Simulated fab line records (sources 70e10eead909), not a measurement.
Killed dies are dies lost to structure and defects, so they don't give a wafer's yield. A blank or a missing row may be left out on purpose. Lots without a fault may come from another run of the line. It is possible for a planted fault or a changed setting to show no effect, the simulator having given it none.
Which tool was responsible? / flow nand-harc / Sampling: 6 lots, 18 wafers, 5 of 1302 route steps

## WHAT THE GAUGES SHOWED, per wafer
NHARC_P_M1_CD_MEAS_09: the cd target is 130 nm.
lot=L897; measured=day 7 11:25; on=cd-sem-02; cd-nm (nm)=130.0 129.4 129.9
lot=L902; measured=day 9 14:46; on=cd-sem-03; cd-nm (nm)=130.0 128.9 129.2
lot=L906; measured=day 11 07:17; on=cd-sem-01; cd-nm (nm)=126.8 127.5 127.0
lot=L911; measured=day 13 09:55; on=cd-sem-03; cd-nm (nm)=129.3 130.6 130.2
lot=L913; measured=day 13 22:04; on=cd-sem-03; cd-nm (nm)=131.0 131.7 131.0
lot=L917; measured=day 15 20:13; on=cd-sem-02; cd-nm (nm)=130.4 129.7 130.4

## WHICH TOOL RAN EACH LOT (tool, then ch and the chambers of the sampled wafers, then the start)
lot=L897; NHARC_P_M0_STRIP_18=rie-diel-05 ch 0,3, day 7 08:02; NHARC_P_M0_PRE_CLEAN_29=pvd-sputter-02, day 7 11:20 or earlier; NHARC_P_M0_PVD_21=pvd-sputter-02, day 7 11:20 or earlier; NHARC_P_M1_PEB_07=litho-track-04 ch 0, day 7 11:20
lot=L902; NHARC_P_M0_STRIP_18=rie-diel-05 ch 0,3, day 9 11:15; NHARC_P_M0_PRE_CLEAN_29=pvd-sputter-02, day 9 14:41 or earlier; NHARC_P_M0_PVD_21=pvd-sputter-02, day 9 14:41 or earlier; NHARC_P_M1_PEB_07=litho-track-06 ch 0, day 9 14:41
lot=L906; NHARC_P_M0_STRIP_18=rie-diel-05 ch 1,2, day 11 03:13; NHARC_P_M0_PRE_CLEAN_29=pvd-sputter-02, day 11 07:12 or earlier; NHARC_P_M0_PVD_21=pvd-sputter-02, day 11 07:12 or earlier; NHARC_P_M1_PEB_07=litho-track-06 ch 0, day 11 07:12
lot=L911; NHARC_P_M0_STRIP_18=rie-diel-06 ch 2,3, day 13 06:29; NHARC_P_M0_PRE_CLEAN_29=pvd-sputter-02, day 13 09:50 or earlier; NHARC_P_M0_PVD_21=pvd-sputter-02, day 13 09:50 or earlier; NHARC_P_M1_PEB_07=litho-track-04 ch 0, day 13 09:50
lot=L913; NHARC_P_M0_STRIP_18=rie-diel-06 ch 0,2,3, day 13 18:31; NHARC_P_M0_PRE_CLEAN_29=pvd-sputter-03, day 13 21:59 or earlier; NHARC_P_M0_PVD_21=pvd-sputter-03, day 13 21:59 or earlier; NHARC_P_M1_PEB_07=litho-track-01 ch 0, day 13 21:59
lot=L917; NHARC_P_M0_STRIP_18=rie-diel-05 ch 0,2,3, day 15 16:50; NHARC_P_M0_PRE_CLEAN_29=pvd-sputter-02, day 15 20:08 or earlier; NHARC_P_M0_PVD_21=pvd-sputter-02, day 15 20:08 or earlier; NHARC_P_M1_PEB_07=litho-track-04 ch 0, day 15 20:08
- NHARC_P_M0_STRIP_18: strips in N2/H2.
- NHARC_P_M0_PRE_CLEAN_29: time 30 s.
- NHARC_P_M0_PVD_21: deposits Cu, target thk 30 nm, time 20.49 s.
- NHARC_P_M1_PEB_07: peb time 65 s.

## THE ANSWER, worked out from the rows above alone
Rule: the usual values come from the lots themselves. The widest of any qualifying gaps counts: lots, ordered by their means at a reading, are off when they make up no more than a third of the lots, leave a main group of 4 or more, and stand apart from it by 3 or more times the standard deviation of that group's means. The tables above print the reading to a certain number of digits; a main group whose means all agree to those digits is not used. Also off: a lot with no number at a reading for which 4 or more lots have one. Any other lot the step has rows for is counted as sound.
Off: L906, at NHARC_P_M1_CD_MEAS_09 (cd-nm). The main group has a mean of 130.1 nm with a standard deviation of 0.62.
A tool fits if, at a process step before that reading, it ran every lot that is off, and no sound lot after the first of them. Gauges at NHARC_P_M1_CD_MEAS_09: tried the same way as those tools. Because NHARC_P_M0_PRE_CLEAN_29 lacks a start for some lots, the hours and order of its lots are taken from NHARC_P_M1_PEB_07. Because NHARC_P_M0_PVD_21 lacks a start for some lots, the hours and order of its lots are taken from NHARC_P_M1_PEB_07. This does not decide it: 2 tools fit, namely litho-track-06 at NHARC_P_M1_PEB_07 and cd-sem-01 at NHARC_P_M1_CD_MEAS_09.

## WHAT THE SIMULATOR PUT IN
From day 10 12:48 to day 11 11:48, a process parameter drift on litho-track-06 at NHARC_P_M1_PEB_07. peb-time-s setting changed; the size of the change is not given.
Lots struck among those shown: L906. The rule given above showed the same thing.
